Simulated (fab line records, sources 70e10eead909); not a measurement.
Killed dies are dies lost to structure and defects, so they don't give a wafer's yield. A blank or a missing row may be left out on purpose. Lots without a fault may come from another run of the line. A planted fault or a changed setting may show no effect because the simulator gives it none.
Which tool did it? | flow nand_harc | 13 lots, 39 wafers sampled, at 4 steps of a route of 1159

WHAT THE GAUGES READ, wafer by wafer
NHARC_A_ONON_D1_THK_MEAS_27: measures by ellipsometry.
lot  | measured     | on            | thk_nm (nm)
L345 | day 7 23:56  | film_metro-02 | 1004 1006 1004
L348 | day 8 15:37  | film_metro-02 | 998 998 999
L346 | day 8 20:01  | film_metro-02 | 1002 1002 1000
L349 | day 8 23:28  | film_metro-02 | 1012 1016 1014
L351 | day 9 07:14  | film_metro-02 | 995 995 994
L350 | day 9 07:12  | film_metro-01 | 993 991 992
L353 | day 9 21:17  | film_metro-01 | 1011 1011 1011
L354 | day 10 09:33 | film_metro-01 | 1009 1011 1007
L358 | day 11 08:31 | film_metro-01 | 1010 1008 1009
L361 | day 11 22:31 | film_metro-02 | 1526 1528 1526 1527 1529 1525
L363 | day 12 06:30 | film_metro-01 | 1534 1537 1535 1534 1536 1535
L366 | day 13 06:38 | film_metro-02 | 997 996 996
L368 | day 13 21:53 | film_metro-02 | 1005 1007 1004

NHARC_A_ONON_D1_THK_MEAS_34: measures by ellipsometry.
lot  | measured     | on            | thk_nm (nm)
L345 | day 8 01:21  | film_metro-02 | 200.0 202.1 199.3
L348 | day 8 16:39  | film_metro-01 | 194.8 202.3 198.8
L346 | day 8 21:03  | film_metro-02 | 195.0 197.2 200.1
L349 | day 9 00:32  | film_metro-01 | 197.0 198.1 200.5
L351 | day 9 08:16  | film_metro-01 | 197.0 200.3 192.6
L350 | day 9 08:14  | film_metro-01 | 197.1 200.3 202.7
L353 | day 9 22:21  | film_metro-02 | 197.3 200.0 204.0
L354 | day 10 10:35 | film_metro-02 | 199.6 201.3 201.7
L358 | day 11 09:33 | film_metro-02 | 199.7 201.7 202.0
L366 | day 13 07:47 | film_metro-01 | 196.0 200.3 198.2
L368 | day 13 22:56 | film_metro-02 | 194.7 200.8 196.9

WHICH TOOL RAN EACH LOT (tool, then ch and the chambers of the sampled wafers, then the start)
lot  | NHARC_A_ONON_D1_DEP_25           | NHARC_A_ONON_D1_DEP_33
L345 | pecvd_onon-04 ch 0, day 7 23:25  | pecvd-04 ch 1,2, day 8 01:02
L348 | pecvd_onon-03 ch 0, day 8 15:13  | pecvd-01 ch 0,1,2, day 8 16:19
L346 | pecvd_onon-03 ch 0, day 8 19:34  | pecvd-04 ch 1,2, day 8 20:38
L349 | pecvd_onon-02 ch 0, day 8 23:04  | pecvd-03 ch 1,2, day 9 00:07
L351 | pecvd_onon-02 ch 0, day 9 06:43  | pecvd-01 ch 0,1,2, day 9 07:52
L350 | pecvd_onon-04 ch 0, day 9 06:45  | pecvd-03 ch 0,2, day 9 07:50
L353 | pecvd_onon-04 ch 0, day 9 20:50  | pecvd-03 ch 0,1, day 9 21:56
L354 | pecvd_onon-02 ch 0, day 10 09:05 | pecvd-03 ch 0,2, day 10 10:16
L358 | pecvd_onon-03 ch 0, day 11 08:01 | pecvd-03 ch 0,1,2, day 11 09:14
L361 | pecvd_onon-02 ch 0, day 11 21:59 | -
L363 | pecvd_onon-02 ch 0, day 12 06:03 | -
L366 | pecvd_onon-03 ch 0, day 13 06:11 | pecvd-01 ch 0,1,2, day 13 07:28
L368 | pecvd_onon-03 ch 0, day 13 21:29 | pecvd-01 ch 0,1, day 13 22:31
- NHARC_A_ONON_D1_DEP_25: target thk 1000 nm.
- NHARC_A_ONON_D1_DEP_33: deposits SiO2, target thk 200 nm.

WHAT THE TOOLS THEMSELVES READ (means of the sampled wafers that have a number; where no wafer has one, the mark that the record gives instead)
NHARC_A_ONON_D1_DEP_33.
lot  | tool     | heater_power_w (W) | throttle_valve_pct (%)
L345 | pecvd-04 | 497                | 16.9
L348 | pecvd-01 | 610                | 16.3
L346 | pecvd-04 | 559                | 16.9
L349 | pecvd-03 | 435                | 15.8
L351 | pecvd-01 | 638                | 16.3
L350 | pecvd-03 | 463                | 16.2
L353 | pecvd-03 | 506                | 15.8
L354 | pecvd-03 | 452                | 16.0
L358 | pecvd-03 | 493                | 16.1
L366 | pecvd-01 | 612                | 16.4
L368 | pecvd-01 | 614                | 16.8

THE ANSWER, worked out from the rows above alone
Rule: what is usual is taken from the lots themselves. Put in order of their means at a reading, lots are off if they are a third of the lots or fewer, leave a main group of 4 or more, and stand apart from it by a gap of 3 or more times the standard deviation of the main group's means; of several such gaps the widest counts. A main group whose means are all the same, to the digits that the tables above print for the reading, isn't used. A lot without any number at a reading at which 4 lots or more have one is off too. The other lots that the step has rows for count as sound. The gauges are gone through in route order, then the tools' own readings, and for those a lot's mean is taken as printed above. The first step at which some lot is off is used, and at that step the reading that is off furthest; a lot without a number counts as furthest.
Off: L361, L363, at NHARC_A_ONON_D1_THK_MEAS_27 (thk_nm). The main group: mean 1003 nm, standard deviation 6.9.
A tool fits if, at a process step before that reading, it ran every lot that is off, and no sound lot after the first of them. The gauges at NHARC_A_ONON_D1_THK_MEAS_27 are tried like those tools. One fits: pecvd_onon-02 at NHARC_A_ONON_D1_DEP_25. Its last sound lot is L354 (day 10 09:05), its first lot that is off L361 (day 11 21:59): a fault that began between those two fits.

WHAT THE SIMULATOR HAD PUT IN
Process parameter drift: pecvd_onon-02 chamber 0, from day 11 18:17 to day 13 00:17, at NHARC_A_ONON_D1_DEP_25. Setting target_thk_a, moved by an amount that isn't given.
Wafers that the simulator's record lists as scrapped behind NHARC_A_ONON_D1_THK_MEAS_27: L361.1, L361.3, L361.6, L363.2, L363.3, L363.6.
Lots struck among those shown: L361, L363. The rule above found the same.
